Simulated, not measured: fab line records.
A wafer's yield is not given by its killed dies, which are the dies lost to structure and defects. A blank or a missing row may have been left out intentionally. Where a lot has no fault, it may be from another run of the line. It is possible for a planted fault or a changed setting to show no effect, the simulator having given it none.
Matching of chambers | flow nand_harc | 3 sister chambers for NHARC_P_GATE_DESCUM_13 on rie_diel-06
The step chemistry O2, time 3 s. 6 wafers are shown with their chamber, then 6 later ones without.

== EACH WAFER AND ITS CHAMBER ==
wafer  | chamber | oes_product_au (a.u.) | rf_vpp_V (V)
L079.4 | 0       | 1.011                 | 57.4
L081.6 | 0       | 1.014                 | 56.6
L085.4 | 1       | 1.002                 | 57.5
L085.5 | 3       | 1.001                 | 57.7
L088.1 | 3       | 0.999                 | 57.7
L088.3 | 1       | 1.005                 | 58.4

== WAFERS WITHOUT THEIR CHAMBER ==
wafer  | oes_product_au (a.u.) | rf_vpp_V (V)
L088.4 | 0.992                 | 57.9
L092.1 | 0.994                 | 56.5
L092.2 | 0.994                 | 59.2
L094.1 | 0.993                 | 57.8
L094.4 | 0.970                 | 57.4
L094.5 | 0.990                 | 57.4

== EACH ONE'S CHAMBER ==
wafer  | from the rows above     | in truth
L088.4 | can't be placed: 3 or 1 | 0
L092.1 | can't be placed: 3 or 1 | 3
L092.2 | can't be placed: 3 or 1 | 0
L094.1 | can't be placed: 3 or 1 | 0
L094.4 | can't be placed: 3 or 1 | 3
L094.5 | can't be placed: 3 or 1 | 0
Correct placement for 0 of the 6. These rows do not allow placing 6 (true chamber among the candidates in 2). Placed wrongly: 0.
How it was worked out, from the rows above alone: a wafer's distance from a chamber is the root of the sum, over the readings, of the square of ((its reading less the chamber's mean) divided by the reading's scatter). The wafer belongs to the nearest chamber; if the next one is less than 2 further off, it can't be placed. The mean given for a chamber averages the wafers shown for that chamber. The scatter: the root of (the sum of the squares of (reading less its chamber's mean) over the shown wafers, divided by (wafers less chambers)).
